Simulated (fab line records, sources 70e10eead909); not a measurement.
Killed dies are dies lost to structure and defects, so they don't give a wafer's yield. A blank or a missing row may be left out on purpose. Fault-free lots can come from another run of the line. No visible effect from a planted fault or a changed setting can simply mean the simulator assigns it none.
fab line records | flow nandHarc
[record] lots = 6 wafers = 18 lastDay = 33
route steps=1302 shown P_M2@340 P_BONDPAD@351 END@1302
lots that met no fault: taken from a fault-free run of the same line
startH: the number of hours between the record's first day and the start of the first shown wafer of the lot | waitH: hours from the lot's prior step to this one | " same as the row above | L1.1+2: several wafers, shown together as one row | - value missing, or start not given | * or withheld: withheld | < > ~ a bound
route shown NAME@n: NAME is a module with steps in the file, n the number in the route of the first one | usual: the fault-free wafers' mean and standard deviation | same: alike in all rows | chamber/n: place in a boat | sites: each site's reading | _std_site: the values' standard deviation | _edge_site: mean of outer sites minus mean of inner sites | radiusMm: how far each site lies from the wafer's centre | mask NAME#n: copy n | behind: tool/chamber where the wafer was last shaped | hold: cause of the lot's hold/its duration in hours/its outcome | device: which transistor (n, p or np) failed to switch | end of line: tests run on the same wafers once the route is complete | where a step has no rows: the recipe by itself | killed: count of dies lost to structure and defects at first sort (not the wafer's yield) | map: per-die view of a wafer (x killed, . not killed, _ where there is no die)
set.NAME: the setting the step ran with; set.NAME@STEP: the setting that earlier step ran with | model.NAME: the simulator's own value behind a step, which no gauge read
a table for each step, a row for each wafer; lots at some steps of the route
services: from which hour (startH, from the record's first day; less than 0 if before it) a tool's chamber was out of use, for how many hours, and why
[[steps]]
[step NHARC_P_M2_PVD_20]
[recipe] targetThkA = 50 biasV = 168.6 powerW = 15000 chamberPressurePa = 0.12 timeS = 8.06 substrateTempC = 50 material = TaN
[step NHARC_P_M2_PVD_21]
[recipe] targetThkA = 300 chamberPressurePa = 5 powerW = 5000 substrateTempC = 30 timeS = 20.49 material = Cu
[usual] throttleValvePct = 29.5/0.96
// columns lot.wafer tool chamber startH waitH throttleValvePct
L617.1 pvdSputter-01 - - - 29.4
L617.2 " - " " 29.5
L617.6 " - " " 28.8
L627.4 pvdSputter-03 - - - 29.7
L627.1 " - " " 29.4
L627.6 " - " " 31.1
L631.4 pvdSputter-01 - - - 28.4
L631.1 " - " " 30.1
L631.5 " - " " 27.9
L636.4 pvdSputter-03 - - - 29.7
L636.3 " - " " 29.4
L636.6 " - " " 29.4
L637.4 pvdSputter-01 - - - 29.3
L637.1 " - " " 29.1
L637.3 " - " " 28.4
L639.1 pvdSputter-01 - - - 30.1
L639.3 " - " " 28.9
L639.5 " - " " 28.1
[step NHARC_P_M2_ECD_22]
[recipe] targetThkA = 4000 bathTempC = 25 material = Cu
[step NHARC_P_M2_ANNEAL_31]
[recipe] tempC = 225 timeS = 90
[step NHARC_P_M2_CMP_23]
[recipe] tOverpolishS = 20 targetThkNm = 144.3
[usual] motorCurrentA = 12.8/1.3 timeToEndpointS = 29/3.2
// columns lot.wafer tool chamber startH waitH motorCurrentA timeToEndpointS
L617.2 cmp-01 2 138.30 - 13.3 27
L617.1 " 0 " " 13.2 26
L617.6 " 1 " " 15.6 27
L627.1 cmp-02 1 230.22 - 12.0 24
L627.4 " 3 " " 10.6 21
L627.6 " 1 " " 13.3 23
L631.1 cmp-02 1 282.46 - 13.0 23
L631.4 " 2 " " 11.2 25
L631.5 " 0 " " 11.4 26
L636.3 cmp-04 3 324.28 - 12.7 31
L636.4 " 2 " " 14.0 30
L636.6 " 0 " " 12.2 32
L637.4 cmp-01 1 339.90 - 15.2 30
L637.3 " 2 " " 13.2 29
L637.1 " 0 " " 13.6 29
L639.3 cmp-04 3 349.30 - 12.3 30
L639.1 " 1 " " 11.4 25
L639.5 " 3 " " 12.1 30
[step NHARC_P_M2_THK_MEAS_24]
[recipe] thkMeasGauge = xrf
[usual] thkNm = 144.8/1.6
// columns lot.wafer tool chamber startH waitH thkNm
L617.1 filmMetro-02 - 138.58 - 145.2
L617.2 " - " " 145.5
L617.6 " - " " 144.7
L627.1 filmMetro-01 - 230.50 - 143.7
L627.4 " - " " 142.2
L627.6 " - " " 143.4
L631.1 filmMetro-01 - 282.71 - 145.6
L631.4 " - " " 143.6
L631.5 " - " " 145.2
L636.3 filmMetro-02 - 324.60 - 147.9
L636.4 " - " " 145.3
L636.6 " - " " 144.3
L637.1 filmMetro-02 - 340.22 - 146.3
L637.3 " - " " 145.5
L637.4 " - " " 147.1
L639.1 filmMetro-01 - 349.59 - 142.6
L639.3 " - " " 143.0
L639.5 " - " " 146.0
[step NHARC_P_M2_SRD_25]
[step NHARC_P_M2_INSPECT_27]
[usual] rawDefectCount = 311/130
// columns lot.wafer tool chamber startH waitH rawDefectCount
L617.1 defectInspect-01 - 138.74 0.0 166
L617.2 " - " " 189
L617.6 " - " " 140
L627.1 defectInspect-01 - 230.66 0.0 516
L627.4 " - " " 359
L627.6 " - " " 560
L631.1 defectInspect-02 - 282.87 0.0 183
L631.4 " - " " 200
L631.5 " - " " 180
L636.3 defectInspect-01 - 324.76 0.0 200
L636.4 " - " " 318
L636.6 " - " " 284
L637.1 defectInspect-02 - 340.37 0.0 189
L637.3 " - " " 302
L637.4 " - " " 188
L639.1 defectInspect-02 - 349.75 0.0 211
L639.3 " - " " 305
L639.5 " - " " 401
[step NHARC_P_M2_PRE_CLEAN_32]
[recipe] timeS = 12 tempC = 370 rfPowerW = 300 gas = NH3
[usual] heaterPowerW = 651/80
// columns lot.wafer tool chamber startH waitH heaterPowerW
L617.1 pecvd-04 1 138.82 0.1 540
L617.2 " 2 " " 712
L617.6 " 1 " " 537
L627.1 pecvd-01 2 230.73 0.1 660
L627.6 " 2 " " 660
L627.4 " 1 " " 585
L631.1 pecvd-01 2 282.96 0.1 615
L631.5 " 0 " " 727
L631.4 " 2 " " 625
L636.3 pecvd-01 0 324.82 0.1 737
L636.6 " 0 " " 755
L636.4 " 2 " " 639
L637.3 pecvd-01 2 340.44 0.1 611
L637.1 " 0 " " 725
L637.4 " 0 " " 735
L639.1 pecvd-03 1 349.81 0.1 632
L639.3 " 2 " " 615
L639.5 " 2 " " 623
[step NHARC_P_M2_DEP_33]
[recipe] targetThkA = 300 tempC = 370 targetThkNm = 30 pressureTorr = 3 flowSccm = 200 rfW = 450 material = SiCN
[step NHARC_P_BONDPAD_DEP_00]
[recipe] targetThkA = 2500 tempC = 370 targetThkNm = 250 pressureTorr = 3 flowSccm = 200 rfW = 450 material = SiCN
[step NHARC_P_BONDPAD_CMP_32]
[recipe] targetThkNm = 200 material = SiCN
[usual] motorCurrentA = 12.4/1.5
// columns lot.wafer tool chamber startH waitH motorCurrentA
L617.1 cmp-02 1 139.81 - 14.4
L617.2 " 3 " " 11.5
L617.6 " 1 " " 13.2
L627.1 cmp-01 2 231.65 - 13.4
L627.4 " 1 " " 14.3
L627.6 " 2 " " 13.2
L631.4 cmp-03 0 283.86 - 10.4
L631.1 " 1 " " 11.7
L631.5 " 0 " " 10.1
L636.3 cmp-01 1 325.72 - 15.3
L636.4 " 3 " " 14.6
L636.6 " 2 " " 13.4
L637.4 cmp-03 2 341.32 - 11.3
L637.3 " 3 " " 13.9
L637.1 " 0 " " 10.4
L639.1 cmp-03 0 350.76 - 10.1
L639.3 " 1 " " 12.2
L639.5 " 3 " " 13.5
[step NHARC_P_BONDPAD_THK_MEAS_33]
[recipe] thkMeasGauge = ellipsometry
[usual] thkNm = 200.1/1.6
// columns lot.wafer tool chamber startH waitH thkNm
L617.1 filmMetro-02 - 140.06 0.2 199.0
L617.2 " - " " 199.3
L617.6 " - " " 200.6
L627.1 filmMetro-02 - 231.90 0.2 200.1
L627.4 " - " " 199.3
L627.6 " - " " 202.0
L631.1 filmMetro-02 - 284.09 0.2 199.2
L631.4 " - " " 201.9
L631.5 " - " " 200.9
L636.3 filmMetro-02 - 325.97 0.2 201.3
L636.4 " - " " 201.4
L636.6 " - " " 199.4
L637.1 filmMetro-02 - 341.56 0.2 200.3
L637.3 " - " " 198.8
L637.4 " - " " 195.3
L639.1 filmMetro-02 - 350.96 0.2 200.1
L639.3 " - " " 198.4
L639.5 " - " " 196.9
[step NHARC_P_BONDPAD_SRD_34]
[step NHARC_P_BONDPAD_DEHYDRATE_01]
[recipe] tempC = 150 timeS = 120
[step NHARC_P_BONDPAD_HMDS_02]
[recipe] timeS = 30
[step NHARC_P_BONDPAD_COAT_36]
[recipe] tempC = 200 timeS = 65
[step NHARC_P_BONDPAD_COAT_03]
[recipe] spinRpm = 2000 resistThkNm = 600
[step NHARC_P_BONDPAD_SOFTBAKE_04]
[recipe] tempC = 125 timeS = 70
[step NHARC_P_BONDPAD_EBR_05]
[step NHARC_P_BONDPAD_EXPOSE_06]
[recipe] na = 0.55 doseMj = 37.06 maskId = P_BPAD
[step NHARC_P_BONDPAD_PEB_07]
[recipe] pebTempC = 128 pebTimeS = 80
[step NHARC_P_BONDPAD_DEVELOP_08]
[recipe] timeS = 50 devTempC = 22
[step NHARC_P_BONDPAD_CD_MEAS_09]
[recipe] targetCdNm = 500 landingEnergyEv = 500
[usual] cdNm = 501/3.4
[same] landingEnergyEv = 500
// columns lot.wafer tool chamber startH waitH cdNm
L617.1 cdSem-01 0 140.62 - 498
L617.2 " 0 " " 497
L617.6 " 0 " " 496
L627.1 cdSem-02 0 232.48 - 501
L627.4 " 0 " " 504
L627.6 " 0 " " 503
L631.1 cdSem-01 0 284.53 - 502
L631.4 " 0 " " 504
L631.5 " 0 " " 504
L636.3 cdSem-02 0 326.54 - 500
L636.4 " 0 " " 502
L636.6 " 0 " " 502
L637.1 cdSem-03 0 342.13 - 505
L637.3 " 0 " " 501
L637.4 " 0 " " 503
L639.1 cdSem-03 0 351.40 - 497
L639.3 " 0 " " 499
L639.5 " 0 " " 495
[step NHARC_P_BONDPAD_OVL_MEAS_38]
[usual] overlayXNm = 3/6.7 overlayYNm = 0/6.4
// columns lot.wafer tool chamber startH waitH overlayXNm overlayYNm
L617.1 overlay-02 - 140.71 - 7 -4
L617.2 " - " " 6 -5
L617.6 " - " " 7 -5
L627.1 overlay-01 - 232.57 - 5 7
L627.4 " - " " 6 7
L627.6 " - " " 6 7
L631.1 overlay-02 - 284.62 - 11 -4
L631.4 " - " " 11 -4
L631.5 " - " " 11 -3
L636.3 overlay-02 - 326.63 - 10 -5
L636.4 " - " " 10 -4
L636.6 " - " " 10 -4
L637.1 overlay-01 - 342.22 - -7 -10
L637.3 " - " " -7 -10
L637.4 " - " " -7 -10
L639.1 overlay-02 - 351.49 - 5 -8
L639.3 " - " " 6 -7
L639.5 " - " " 6 -8
[step NHARC_P_BONDPAD_HARDBAKE_10]
[recipe] tempC = 118 timeS = 65
[step NHARC_P_BONDPAD_DESCUM_11]
[recipe] timeS = 3 o2FlowSccm = 200 arFlowSccm = 0 biasPowerW = 0 chemistry = O2
[usual] drypumpMotorCurrentA = 5.7/0.34 oesProductAu = 1.001/0.012 rfVppV = 58.0/0.84 showerheadPlenumPTorr = 1.95/0.094 throttleValvePct = 11.312/0.0097
// columns lot.wafer tool chamber startH waitH drypumpMotorCurrentA oesProductAu rfHoursCounterH rfVppV showerheadPlenumPTorr throttleValvePct
L617.1 rieDiel-07 0 140.85 - 5.5 0.993 0.1 57.2 2.04 11.322
L617.2 " 3 " " 6.1 1.002 0.1 57.1 2.05 11.304
L617.6 " 0 " " 5.5 0.992 - 57.3 2.04 11.309
L627.4 rieDiel-08 2 232.72 - 5.2 1.000 3.2 57.0 1.92 11.310
L627.1 " 3 " " 5.7 0.998 1.8 56.9 1.81 11.308
L627.6 " 0 " " 6.0 1.003 - 58.0 2.02 11.297
L631.1 rieDiel-08 0 284.74 - 6.0 1.005 5.1 58.9 2.02 11.308
L631.4 " 3 " " 5.6 1.005 5.1 58.0 1.81 11.320
L631.5 " 1 " " 5.7 1.012 - 57.2 1.85 11.329
L636.4 rieDiel-08 2 326.77 - 5.2 0.979 9.4 58.1 1.92 11.318
L636.3 " 3 " " 5.6 0.991 8.6 59.6 1.81 11.298
L636.6 " 1 " " 5.7 0.999 - 56.8 1.85 11.309
L637.3 rieDiel-07 2 342.35 - 5.5 0.999 2.3 57.4 1.78 11.312
L637.4 " 0 " " 5.5 0.991 2.4 58.4 2.04 11.313
L637.1 " 1 " " 5.5 1.025 2.0 59.1 1.84 11.313
L639.3 rieDiel-03 0 351.62 - 5.4 1.024 1.8 57.8 1.99 11.289
L639.1 " 1 " " 5.6 1.010 2.0 58.5 2.04 11.321
L639.5 " 3 " " 5.9 0.991 - 58.1 1.95 11.312
[step NHARC_P_BONDPAD_ETCH_37]
[recipe] targetDepthA = 600 overetchA = 180 timeS = 65.91 ionEnergyEv = 200 n2FlowSccm = 150 h2FlowSccm = 150 arFlowSccm = 0 rfW = 400 biasW = 150 chemistry = N2/H2
[step NHARC_P_BONDPAD_ETCH_12]
[recipe] targetDepthA = 2000 timeS = 100 chf3FlowSccm = 50 o2FlowSccm = 10 arFlowSccm = 200 rfW = 500 biasW = 200 chemistry = CHF3/O2
[usual] chf3FlowSccm = 50.03/0.14 drypumpMotorCurrentA = 5.8/0.38 oesProductAu = 0.936/0.024 rfVppV = 371.3/2.6 showerheadPlenumPTorr = 2.44/0.11 throttleValvePct = 20.573/0.0084
// columns lot.wafer tool chamber startH waitH chf3FlowSccm drypumpMotorCurrentA oesProductAu rfHoursCounterH rfVppV showerheadPlenumPTorr throttleValvePct
L617.2 rieDiel-07 2 - - 49.96 5.5 0.988 0.1 367.2 2.24 20.568
L617.1 " 3 " " 50.09 6.1 0.974 0.2 374.0 2.57 20.567
L617.6 " 1 " " 50.08 5.5 0.970 - 369.5 2.32 20.581
L627.4 rieDiel-08 1 - - 49.82 5.7 0.923 3.3 369.4 2.33 20.570
L627.1 " 2 " " 50.10 5.2 0.910 3.3 371.1 2.42 20.572
L627.6 " 1 " " 50.11 5.7 0.930 - 370.5 2.33 20.576
L631.4 rieDiel-08 1 - - 50.11 5.7 0.923 6.2 370.1 2.32 20.571
L631.1 " 3 " " 50.01 5.6 0.922 5.1 370.0 2.28 20.574
L631.5 " 0 " " 49.58 6.1 0.927 - 373.0 2.53 20.586
L636.4 rieDiel-08 1 - - 50.01 5.7 0.924 8.7 367.4 2.32 20.577
L636.3 " 2 " " 50.08 5.2 0.910 9.4 371.8 2.41 20.574
L636.6 " 0 " " 50.16 6.1 0.921 - 374.4 2.53 20.586
L637.3 rieDiel-07 0 - - 50.04 5.5 0.915 2.4 373.7 2.56 20.576
L637.4 " 2 " " 49.94 5.5 0.923 2.4 367.7 2.24 20.571
L637.1 " 3 " " 50.22 6.1 0.916 2.8 375.0 2.56 20.572
L639.3 rieDiel-03 2 - - 50.21 6.6 0.979 1.9 372.1 2.48 20.577
L639.1 " 0 " " 50.04 5.4 0.977 1.8 373.1 2.49 20.572
L639.5 " 3 " " 50.05 5.9 0.941 - 372.6 2.45 20.557
[step NHARC_P_BONDPAD_CD_MEAS_13]
[usual] cdNm = 500/3.3
// columns lot.wafer tool chamber startH waitH cdNm
L617.1 cdSem-02 - 141.16 - 499
L617.2 " - " " 497
L617.6 " - " " 498
L627.1 cdSem-02 - 233.01 - 498
L627.4 " - " " 503
L627.6 " - " " 501
L631.1 cdSem-02 - 285.06 - 501
L631.4 " - " " 500
L631.5 " - " " 504
L636.3 cdSem-03 - 327.07 - 497
L636.4 " - " " 500
L636.6 " - " " 502
L637.1 cdSem-01 - 342.66 - 504
L637.3 " - " " 500
L637.4 " - " " 501
L639.1 cdSem-02 - 351.93 - 498
L639.3 " - " " 500
L639.5 " - " " 495
[step NHARC_P_BONDPAD_STRIP_15]
[recipe] o2FlowSccm = 500 arFlowSccm = 0 biasW = 0 chemistry = O2
[step NHARC_P_BONDPAD_ETCH_24]
[recipe] targetDepthA = 300 overEtchFrac = 0.3 timeS = 72.99 ionEnergyEv = 150 cf4FlowSccm = 50 n2FlowSccm = 100 arFlowSccm = 150 rfW = 300 biasW = 100 chemistry = CF4/N2
[step NHARC_P_BONDPAD_STRIP_16]
[recipe] timeS = 600 tempC = 30 chemistry = postEtchResidueRemover
[step NHARC_P_BONDPAD_DEGAS_25]
[recipe] tempC = 300 timeS = 60
[step NHARC_P_BONDPAD_PRE_CLEAN_26]
[recipe] timeS = 30 tempC = 280 gas = H2/He
[step NHARC_P_BONDPAD_PVD_17]
[recipe] targetThkA = 50 biasV = 168.6 powerW = 15000 chamberPressurePa = 0.12 timeS = 8.06 substrateTempC = 50 material = TaN
[step NHARC_P_BONDPAD_PVD_27]
[recipe] targetThkA = 300 chamberPressurePa = 5 powerW = 5000 substrateTempC = 30 timeS = 20.49 material = Cu
[step NHARC_P_BONDPAD_ECD_18]
[recipe] targetThkA = 4000 bathTempC = 25 material = Cu
[step NHARC_P_BONDPAD_ANNEAL_28]
[recipe] tempC = 225 timeS = 90
[step NHARC_P_BONDPAD_CMP_19]
[recipe] tOverpolishS = 30 cuRecessTouchS = 16 targetThkNm = 160.81
[step NHARC_P_BONDPAD_THK_MEAS_20]
[recipe] thkMeasGauge = xrf
[usual] thkNm = 160.6/1.6
// columns lot.wafer tool chamber startH waitH thkNm
L617.1 filmMetro-02 - 143.38 - 160.0
L617.2 " - " " 161.8
L617.6 " - " " 162.8
L627.1 filmMetro-01 - 235.04 - 159.8
L627.4 " - " " 161.1
L627.6 " - " " 160.8
L631.1 filmMetro-01 - 287.08 - 158.9
L631.4 " - " " 163.9
L631.5 " - " " 161.0
L636.3 filmMetro-02 - 329.09 - 161.5
L636.4 " - " " 158.0
L636.6 " - " " 162.4
L637.1 filmMetro-01 - 344.70 - 158.7
L637.3 " - " " 158.3
L637.4 " - " " 160.7
L639.1 filmMetro-02 - 353.95 - 159.6
L639.3 " - " " 157.6
L639.5 " - " " 159.4
[step NHARC_END_SORT_01]
[recipe] tempC = 25
[usual] defectLimitedYield = 91/3.2 killedAtArray = 58/22 killedAtOther = 1.0/1.3 killedAtPeriphery = 5/3.4 killedDies = 64/22 killedOpen = 3.6/1.8 killedShort = 2.4/1.7
[same] grossDies = 677
// columns lot.wafer tool chamber startH waitH defectLimitedYield[%] killedAtArray killedAtOther killedAtPeriphery killedDies killedOpen killedShort
L631.1 prober-01 0 702.63 2.5 93 42 0 4 46 3 5
L631.4 prober-01 0 705.06 3.4 92 48 1 3 52 3 2
L631.5 prober-01 0 705.87 3.7 94 39 0 1 40 6 3
L637.1 prober-01 0 771.31 2.5 44 51 0 325 376 1 2
L637.3 prober-01 0 772.90 3.1 43 60 0 329 389 2 2
L637.4 prober-01 0 773.69 3.4 40 57 0 349 406 6 2
L639.1 prober-01 0 779.07 2.5 41 66 0 335 401 4 2
L639.3 prober-01 0 780.69 3.1 44 47 0 335 382 3 0
L639.5 prober-01 0 782.31 3.7 45 28 1 345 374 0 0
// killed by level:class
L631.1 A_CHANNEL_HOLE_D2:chamberFilmFlake=11 A_CHANNEL_HOLE_D1:chamberFilmFlake=10 A_SLIT:chamberFilmFlake=6 P_M2:chamberFilmFlake=3 A_STAIRCASE:chamberFilmFlake=3 A_CONTACT:chamberFilmFlake=3 A_ONON_D1:geometricParticle:short=2 A_CHANNEL_FILL_D1:geometricParticle:short=2
L631.4 A_CHANNEL_HOLE_D2:chamberFilmFlake=26 A_CHANNEL_HOLE_D1:chamberFilmFlake=7 A_SLIT:chamberFilmFlake=4 P_M2:chamberFilmFlake=3 A_STAIRCASE:chamberFilmFlake=3 A_CHANNEL_FILL_D2:chamberFilmFlake=2 A_ONON_D1:geometricParticle:open=1 A_CHANNEL_FILL_D1:geometricParticle:open=1
L631.5 A_CHANNEL_HOLE_D2:chamberFilmFlake=19 A_CHANNEL_HOLE_D1:chamberFilmFlake=5 A_WL_FILL:geometricParticle:short=2 A_CHANNEL_FILL_D2:chamberFilmFlake=2 A_STAIRCASE:chamberFilmFlake=2 A_SLIT:chamberFilmFlake=2 P_CONTACT:geometricParticle:open=1 A_ONON_D1:geometricParticle:open=1
L637.1 P_BONDPAD:unspecified=323 A_SLIT:chamberFilmFlake=22 A_CHANNEL_HOLE_D1:chamberFilmFlake=9 A_CHANNEL_HOLE_D2:chamberFilmFlake=8 A_STAIRCASE:chamberFilmFlake=3 A_DECK1_JOINT:chamberFilmFlake=2 A_CONTACT:chamberFilmFlake=2 A_WL_FILL:chamberFilmFlake=2
L637.3 P_BONDPAD:unspecified=329 A_SLIT:chamberFilmFlake=21 A_CHANNEL_HOLE_D2:chamberFilmFlake=16 A_CHANNEL_HOLE_D1:chamberFilmFlake=9 A_WL_FILL:chamberFilmFlake=2 A_CONTACT:chamberFilmFlake=2 A_STAIRCASE:chamberFilmFlake=2 A_DECK1_JOINT:chamberFilmFlake=2
L637.4 P_BONDPAD:unspecified=345 A_SLIT:chamberFilmFlake=18 A_CHANNEL_HOLE_D2:chamberFilmFlake=16 A_CHANNEL_HOLE_D1:chamberFilmFlake=8 A_CONTACT:chamberFilmFlake=4 P_GATE:chamberFilmFlake=2 A_BLC:chamberFilmFlake=2 P_M0:geometricParticle:open=1
L639.1 P_BONDPAD:unspecified=331 A_SLIT:chamberFilmFlake=29 A_CHANNEL_HOLE_D2:chamberFilmFlake=26 P_CONTACT:chamberFilmFlake=3 A_ONON_D2:geometricParticle:short=2 A_STAIRCASE:chamberFilmFlake=2 A_SOURCE_PLATE:geometricParticle:open=1 A_ONON_D2:geometricParticle:open=1
L639.3 P_BONDPAD:unspecified=329 A_SLIT:chamberFilmFlake=21 A_CHANNEL_HOLE_D2:chamberFilmFlake=18 P_CONTACT:chamberFilmFlake=2 P_STI:chamberFilmFlake=2 P_GATE:chamberFilmFlake=2 A_CONTACT:chamberFilmFlake=2 A_CHANNEL_FILL_D1:geometricParticle:open=1
L639.5 P_BONDPAD:unspecified=338 A_SLIT:chamberFilmFlake=20 A_CHANNEL_HOLE_D2:chamberFilmFlake=6 P_GATE:chamberFilmFlake=3 P_STI:chamberFilmFlake=2 P_CONTACT:chamberFilmFlake=2 THIN_TSV:chamberFilmFlake=1 A_ZERO_WELL:chamberFilmFlake=1
// map L637.4 (x killed, . not)
____________.____________
_________xxxx.xx_________
_______x.x.x....xx_______
______x...xx....xxx______
_____.xxx.xxx.xx.xx._____
____.xxxxxx.x..xxxx..____
____...x..xxxxx......____
___x.x..x.xxxxx...xxxx___
___xxxx..xxxx.x.xxx.xx___
__.....xx..x......xx..x__
__xxxxxxxx.xx.xxx....x.__
_x.x.x.x..x.xxx..x.xxx.._
_...x.......xxxxxx..xx.x_
_.x.x.x...x.x.xxx.x...x._
_x..xxxx..x.x.x....xxxxx_
_xx.xx..xxx.x....x..x.xx_
xx.xxx.x..x.....xx..xx.xx
..x.x.xx..xxxxx.xx...xxx.
.....xxxxxxx.xx..x.xxx.xx
xxxxxxx..xxxxxx...xxx.x.x
.xxxxx.xx.x....xxxx.x.x.x
_.xxxxxxx.xx.........xx._
_.xx.xx.xxxx..xx..x.xxxx_
_xxxxxx..xx.x..x..xx.xxx_
_xxxxxxxx..xxxxxxx...xxx_
_xxxxxxxxxxxxxx..xx.x..x_
__xxxxxx.xxxxxxxx.x..xx__
__.xx.xx..x.xxxx...xxx.__
___xxxxxx.xx.xxx.xxxxx___
___x.xx.x.x..xxx.x.x..___
____xxxxx.xxxxx.xx..x____
____xxxx.x...xxxxxxx.____
_____xxx....xxxx.xxx_____
______.x.xx.x.x.xxx______
_______.x.x..x..xx_______
_________xx..xx._________
____________.____________
// map L639.1 (x killed, . not)
____________.____________
_________..xx..x_________
_______xx.xxxxxxxx_______
______.xxxxx.x.x.xx______
_____...xxxx.xx...xx_____
____x..xx.x.x.xxxxxxx____
____....xxx...xxx...x____
___.x..x..x.x.x.xx.xxx___
___xx.x..xxx.xxxxxxxx.___
__x.x...x.....x.xx...xx__
__.x.x.x...xxxx...x...x__
_x.xxxx..xxxx....xxx..xx_
_.xx.xx...xxxxxxxxxx.xx._
_x.x.xx.x....xxxx.x.xx.x_
_xxx.x.x....x..x.x....xx_
_.x.xxx..x..x.xxx.x.x..._
.x.xx...x....xx.xxxx.xxxx
.x.x..xxx....xxx...x.xxxx
xxx.....x..x..xx.x..xxx.x
.x.xxx.xx.xxxxxx.xxxxxx.x
.x.x..xxxx.x.x.....xxx.x.
_xxxx...x.xxxxx.xxxxxxxx_
_xxxxxx.x.xxxxxxxx.x.xxx_
_...xxxx...xxxxxx....x.x_
_x.x.xx.....xx.x.x.x...._
_xxxxxxxxx..xxxxx..xxxx._
__xxxx.xx.xxxxxx..x.xxx__
__xxxxx.xx.xxxxxx...xxx__
___xxxx....xxxx.x.x.xx___
___.xx.xxxxx.xxxx.xxx.___
____.xxxxxxxxxx..xx.x____
____.x..x.x.x.xx.....____
_____xxx..x.x..x.x.x_____
______xxx.x.x.x....______
_______x.xxx.x.x.._______
_________x.xx.x._________
____________.____________
[[services]]
// columns tool chamber startH hours kind
rieDiel-07 - 117.32 9.0 pm
pecvd-01 - 130.56 13.0 pm
cmp-02 - 134.61 4.0 pm
cmp-03 - 135.64 1.2 repair
cmp-03 - 162.00 4.0 pm
rieDiel-08 2 162.08 6.1 repair
rieDiel-08 3 171.72 10.4 repair
cmp-03 - 178.06 3.1 repair
rieDiel-08 3 185.72 15.0 repair
cmp-01 - 187.13 4.0 pm
rieDiel-08 - 190.80 9.0 pm
cmp-02 - 205.66 1.0 repair
cmp-02 - 210.22 0.3 repair
pvdSputter-01 - 226.03 10.0 pm
rieDiel-07 - 227.28 33.0 repair
cmp-02 - 232.61 4.0 pm
cmp-01 - 232.62 2.8 repair
cmp-02 - 242.00 2.8 repair
cmp-03 - 260.00 4.0 pm
cmp-01 - 285.13 4.0 pm
rieDiel-07 - 294.32 9.0 pm
pecvd-01 - 311.56 13.0 pm
pvdSputter-01 - 322.53 0.6 repair
rieDiel-07 - 328.96 0.3 repair
[[key]]
[firstSign] step = NHARC_END_SORT_01 reading = killedAtPeriphery direction = up sigmas = 98 usual = 5 struck = 336
[effect] step = NHARC_END_SORT_01 reading = defectLimitedYield direction = down sigmas = 15 usual = 91 struck = 43
[moreKillsBornAt] NHARC_P_BONDPAD_CMP_32@cmp-03 = 1995
metAt NHARC_P_BONDPAD_CMP_32
struckWafers L637.1,L637.3,L637.4,L639.1,L639.3,L639.5
onsetBetween 283.86 341.32
alsoFits time
[fault] kind = chamberParticleSource tool = cmp-03 chamber = - onsetH = 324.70 steps = NHARC_P_BONDPAD_CMP_32 ratePerVisitCm2 = 0.78191 endH = 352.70
